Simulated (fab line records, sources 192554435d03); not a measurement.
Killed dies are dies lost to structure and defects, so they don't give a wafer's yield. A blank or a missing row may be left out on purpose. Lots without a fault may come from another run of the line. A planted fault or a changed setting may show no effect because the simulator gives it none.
Split-lot experiment | flow n5_finfet | 7 lots, 21 wafers read, on a route of 1938 steps

THE SPLIT
At N5_BEOL_M12_SPUTTER_44 (material Ta, target thk 10 nm, time 16.13 s), the setting time_s was moved away from the recipe's 16.13 s on 10 of the 21 wafers read, by -9.4% to +6.1%. The other wafers ran this setting at the recipe's value.

The reading is taken at the split's own step.

THE READING
Ta_of_BEOL_M12_SPUTTER_44.thk_nm (the simulator's own value, which no gauge read), in nm, at N5_BEOL_M12_SPUTTER_44 (material Ta, target thk 10 nm, time 16.13 s). The file gives no usual value for it. The 11 wafers here that ran the recipe average 9.9 nm, standard deviation 0.12 nm.

wafer  | tool, chamber at the split | time_s as run, s | against the recipe | Ta_of_BEOL_M12_SPUTTER_44.thk_nm, nm | against lot-mates on the recipe
L075.1 | pvd_sputter-03, -          | 16.13            | recipe             | 10                                   | -
L075.2 | pvd_sputter-03, -          | 16.13            | recipe             | 9.8                                  | -
L075.3 | pvd_sputter-03, -          | 16.13            | recipe             | 9.8                                  | -
L076.3 | pvd_sputter-03, -          | 16.92            | +4.9%              | 10.6                                 | +0.4
L076.4 | pvd_sputter-03, -          | 16.92            | +4.9%              | 10.6                                 | +0.4
L076.6 | pvd_sputter-03, -          | 16.13            | recipe             | 10.2                                 | -
L081.1 | pvd_sputter-03, -          | 14.89            | -7.7%              | 9.2                                  | -0.8
L081.2 | pvd_sputter-03, -          | 14.89            | -7.7%              | 9.2                                  | -0.8
L081.3 | pvd_sputter-03, -          | 16.13            | recipe             | 10                                   | -
L083.1 | pvd_sputter-03, -          | 16.13            | recipe             | 10                                   | -
L083.2 | pvd_sputter-03, -          | 14.93            | -7.4%              | 9.2                                  | -0.7
L083.3 | pvd_sputter-03, -          | 16.13            | recipe             | 9.8                                  | -
L086.3 | pvd_sputter-01, -          | 16.13            | recipe             | 10                                   | -
L086.6 | pvd_sputter-01, -          | 16.13            | recipe             | 10                                   | -
L086.4 | pvd_sputter-01, -          | 14.61            | -9.4%              | 9                                    | -1.0
L089.1 | pvd_sputter-03, -          | 14.63            | -9.3%              | 9                                    | -1.0
L089.4 | pvd_sputter-03, -          | 14.63            | -9.3%              | 9                                    | -1.0
L089.3 | pvd_sputter-03, -          | 16.13            | recipe             | 10                                   | -
L090.4 | pvd_sputter-02, -          | 16.13            | recipe             | 9.8                                  | -
L090.5 | pvd_sputter-02, -          | 17.11            | +6.1%              | 10.4                                 | +0.6
L090.6 | pvd_sputter-02, -          | 17.11            | +6.1%              | 10.4                                 | +0.6

THE FIT
A straight line over all 21 wafers: Ta_of_BEOL_M12_SPUTTER_44.thk_nm changes by +0.0996 nm for each +1% of time_s; r = +0.97; the points scatter about the line by 0.12 nm.
The same after taking each lot's own level away (the mean of its wafers on the recipe; 21 wafers): +0.101 nm for each +1%; r = +0.99; scatter 0.061 nm.
On that fit, the largest move of time_s shifts the reading by 0.95 nm.
The lots' own levels span 9.80 to 10.20 nm, that is 3.2 times the standard deviation above.
So the lot-to-lot level changes the slope little: the two slopes agree.
Check: with one of the wafers moved furthest among these (-9.4%) left out of the fit, the line predicts -0.963 nm for it against its lot-mates. It came out at -1 nm against them.

OTHER SPLITS ON THESE WAFERS
These wafers also went through other splits before the reading. Each is held against what the fit with the lots' levels taken away leaves over:
other split on the same wafers | wafers away from the commonest value | r with Ta_of_BEOL_M12_SPUTTER_44.thk_nm (lot level and that fit taken away)
N5_BEOL_M9_ETCH_62 source_w    | 7                                    | +0.12
N5_BEOL_M9_COAT_22 spin_rpm    | 8                                    | +0.49
N5_BEOL_M10_ETCH_62 time_s     | 8                                    | +0.09
N5_BEOL_M10_VIA_ETCH_34 time_s | 9                                    | +0.17
N5_BEOL_M10_ETCH_41 source_w   | 4                                    | +0.15

THE FILE'S OWN FIT
Ta_of_BEOL_M12_SPUTTER_44.thk_nm changes by +0.102 nm for each +1% of time_s, r = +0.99.
